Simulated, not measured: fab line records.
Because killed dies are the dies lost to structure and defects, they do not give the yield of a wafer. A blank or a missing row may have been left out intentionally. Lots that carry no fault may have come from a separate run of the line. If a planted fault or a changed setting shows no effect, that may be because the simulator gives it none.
Problem report in the 8D (eight disciplines) form, filled by code | flow n5-finfet | the parts of the form that need people (team, actions taken, sign-off) are left out

## 1. PROBLEM STATEMENT
Mean of spin-speed-rpm at N5_BEOL_M12_COAT_65: 1537.0 rpm across 6 wafers in 2 lots; on wafers with no fault it is 1499.9 rpm (standard deviation 1.1). That puts it +34 standard deviations away from the usual mean.
The step: time 60 s, resist thk 300 nm.
Seen first at day 12 01:39 on litho-track-02, wafer L963.1. Wafers with a number at this step in the record: 36, from 12 lots. The rule behind "out" and "out of limits": a value lying over 4 standard deviations away from the usual mean. The other wafers with a number count as sound.

## 2. WHAT IT IS; WHAT IT IS NOT
question                    | is                     | is not
which readings at this step | spin-speed-rpm         | exhaust-pa
which lots                  | L963, L967             | L956, L957, L958, L960, L961, L972, L974, L977, L978, L979
which wafers of those lots  | all that have a number | -
read on which tools         | litho-track-02         | litho-track-03, litho-track-04
when                        | from day 12 01:39      | up to then (15 sound wafers); but 15 sound wafers of L972, L974, L977, L978, L979 came after

## 3. WHAT RULES OUT EACH SUSPECT
Counting: a tool at any process step up to the reading remains a suspect when it ran all the lots that are out and ran no sound lot after the first of those.
- pvd-sputter-01 at N5_BEOL_M11_SPUTTER_48 (material Cu, target thk 12 nm, time 2 s): ruled out as a lasting fault. After its first lot that is out, L963 (day 11 22:24), sound lots L974 ran on it.
- litho-track-02 at N5_BEOL_M12_COAT_65 (time 60 s, resist thk 300 nm): ruled out as a lasting fault. After its first lot that is out, L963 (day 12 01:39), sound lots L974, L979 ran on it.
Left after counting: nothing in the record.

## 4. THE CAUSE (what the simulator had put in)
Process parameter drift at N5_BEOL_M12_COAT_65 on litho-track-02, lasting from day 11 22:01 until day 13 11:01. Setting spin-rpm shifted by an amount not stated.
Counting ruled it out, wrongly.

## 5. THE CHAIN OF EFFECTS, in route order
Each row: a reading whose mean over the struck wafers that have a number lies more than 3 standard deviations from the usual. Readings are gone through only where the record gives a usual standard deviation; hours: the median, over the lots, of the time from a lot's start at the first step in this table giving one to that lot's start at this step; sigmas: the change measured in usual standard deviations.
hours | step                | reading        | usual      | on struck wafers | change | sigmas
0     | N5_BEOL_M12_COAT_65 | spin-speed-rpm | 1499.9 rpm | 1537.0           | +37.1  | +34
Here are the process steps it includes:
- N5_BEOL_M12_COAT_65: time 60 s, resist thk 300 nm.
Later steps that measure or inspect, where all struck wafers having a row at the step show a number for every such reading and not one has moved that far: N5_BEOL_M12_CD_MEAS_28.

## 6. WHAT WOULD HAVE CAUGHT IT SOONER
In this record the first reading out of limits was taken at day 12 01:39, 4 hours after the fault began at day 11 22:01.
